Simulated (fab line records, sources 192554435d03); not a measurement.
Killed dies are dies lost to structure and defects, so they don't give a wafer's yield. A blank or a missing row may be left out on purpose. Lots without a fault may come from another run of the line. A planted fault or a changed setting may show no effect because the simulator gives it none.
Chamber matching | flow n5_finfet | N5_BEOL_M14_STRIP_37 on rie_diel-01: 4 sister chambers
The step strips in O2. 8 wafers are shown with their chamber, then 9 later ones without.

WAFERS WITH THEIR CHAMBER
wafer  | chamber | drypump_motor_current_A (A) | throttle_valve_pct (%)
L080.1 | 0       | 5.3                         | 16.45
L080.4 | 1       | 6.0                         | 17.14
L088.3 | 2       | 6.3                         | 16.73
L088.4 | 3       | 5.6                         | 16.93
L088.6 | 1       | 6.0                         | 17.15
L089.4 | 2       | 6.3                         | 16.74
L089.5 | 0       | 5.2                         | 16.50
L089.6 | 3       | 5.5                         | 16.89

WAFERS WITHOUT THEIR CHAMBER
wafer  | drypump_motor_current_A (A) | throttle_valve_pct (%)
L091.1 | 6.0                         | 17.18
L091.2 | 6.3                         | 16.71
L091.5 | 6.0                         | 17.16
L090.3 | 6.3                         | 16.70
L090.4 | 6.0                         | 17.16
L090.5 | 5.2                         | 16.56
L097.1 | 6.0                         | 17.17
L097.3 | 5.2                         | 16.51
L097.6 | 5.5                         | 16.93

WHICH CHAMBER EACH WENT THROUGH
wafer  | from the rows above | in truth
L091.1 | 1                   | 1
L091.2 | 2                   | 2
L091.5 | 1                   | 1
L090.3 | 2                   | 2
L090.4 | 1                   | 1
L090.5 | 0                   | 0
L097.1 | 1                   | 1
L097.3 | 0                   | 0
L097.6 | 3                   | 3
Placed correctly: 9 of 9. Can't be placed from these rows: 0. Placed wrongly: 0.
How it was worked out, from the rows above alone: a wafer's distance from a chamber is the root of the sum, over the readings, of the square of ((its reading less the chamber's mean) divided by the reading's scatter). The wafer belongs to the nearest chamber; if the next one is less than 2 further off, it can't be placed. A chamber's mean is the mean of its shown wafers. The scatter: the root of (the sum of the squares of (reading less its chamber's mean) over the shown wafers, divided by (wafers less chambers)).
